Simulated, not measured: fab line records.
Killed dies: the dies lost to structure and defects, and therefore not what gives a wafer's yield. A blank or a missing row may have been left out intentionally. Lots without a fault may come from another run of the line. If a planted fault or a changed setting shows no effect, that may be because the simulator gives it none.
Matching of chambers | flow nand_harc | NHARC_A_CHANNEL_FILL_D1_STRIP_28 on rie_diel-08: 4 sister chambers
The step strips in O2, time 20 s. 18 wafers are shown with their chamber, then 9 later ones without.

## WAFERS PAIRED WITH THEIR CHAMBERS
wafer  | chamber | showerhead_plenum_p_Torr (Torr) | drypump_motor_current_A (A) | oes_product_au (a.u.)
L074.2 | 0       | 3.43                            | 5.4                         | 1.006
L074.3 | 3       | 3.44                            | 6.2                         | 1.002
L074.6 | 2       | 3.55                            | 5.7                         | 1.006
L076.1 | 2       | 3.55                            | 5.7                         | 1.008
L076.3 | 3       | 3.44                            | 6.2                         | 1.007
L076.4 | 0       | 3.43                            | 5.3                         | 1.024
L081.1 | 3       | 3.44                            | 6.2                         | 0.989
L081.2 | 1       | 3.34                            | 5.4                         | 0.977
L081.6 | 1       | 3.34                            | 5.4                         | 0.986
L082.1 | 1       | 3.34                            | 5.4                         | 0.991
L082.4 | 1       | 3.34                            | 5.4                         | 0.991
L082.6 | 1       | 3.34                            | 5.4                         | 0.991
L085.1 | 2       | 3.55                            | 5.7                         | 1.010
L085.2 | 1       | 3.34                            | 5.4                         | 0.988
L085.6 | 1       | 3.34                            | 5.5                         | 0.992
L088.1 | 3       | 3.43                            | 6.2                         | 0.999
L088.3 | 0       | 3.43                            | 5.3                         | 1.020
L088.4 | 2       | 3.55                            | 5.7                         | 1.008

SIGNATURES (averages over the wafers above)
reading                  | chamber 0 | chamber 1 | chamber 2 | chamber 3 | scatter within a chamber
showerhead_plenum_p_Torr | 3.4300    | 3.3400    | 3.5500    | 3.4375    | 0.00231
drypump_motor_current_A  | 5.333     | 5.414     | 5.700     | 6.200     | 0.033
oes_product_au           | 1.01667   | 0.98800   | 1.00800   | 0.99925   | 0.00614
Rule: for a wafer and a chamber, the distance is found by dividing, reading by reading, the gap between the wafer's reading and the chamber's mean by the reading's scatter, squaring, summing and taking the root. If the next closest chamber is less than 2 further off than the closest, the wafer can't be placed; otherwise it belongs to the closest. How the scatter is found: for the shown wafers, subtract from each reading the mean of its chamber, square and add these, divide the total by (wafers less chambers), then take the root.

## WAFERS MISSING THEIR CHAMBER
wafer  | showerhead_plenum_p_Torr (Torr) | drypump_motor_current_A (A) | oes_product_au (a.u.)
L093.2 | 3.34                            | 5.4                         | 0.985
L093.4 | 3.55                            | 5.7                         | 0.986
L093.5 | 3.43                            | 5.3                         | 1.028
L094.1 | 3.43                            | 5.3                         | 1.027
L094.2 | 3.43                            | 6.2                         | 0.994
L094.3 | 3.55                            | 5.7                         | 1.004
L094.4 | 3.34                            | 5.4                         | 0.991
L094.5 | 3.43                            | 6.2                         | 1.004
L094.6 | 3.43                            | 5.3                         | 1.038

## THE CHAMBER EACH PASSED THROUGH
wafer  | from the rows above | in truth
L093.2 | 1                   | 1
L093.4 | 2                   | 2
L093.5 | 0                   | 0
L094.1 | 0                   | 0
L094.2 | 3                   | 3
L094.3 | 2                   | 2
L094.4 | 1                   | 1
L094.5 | 3                   | 3
L094.6 | 0                   | 0
Correctly placed: 9 of 9. Left unplaced by these rows: 0. Number placed wrongly: 0.
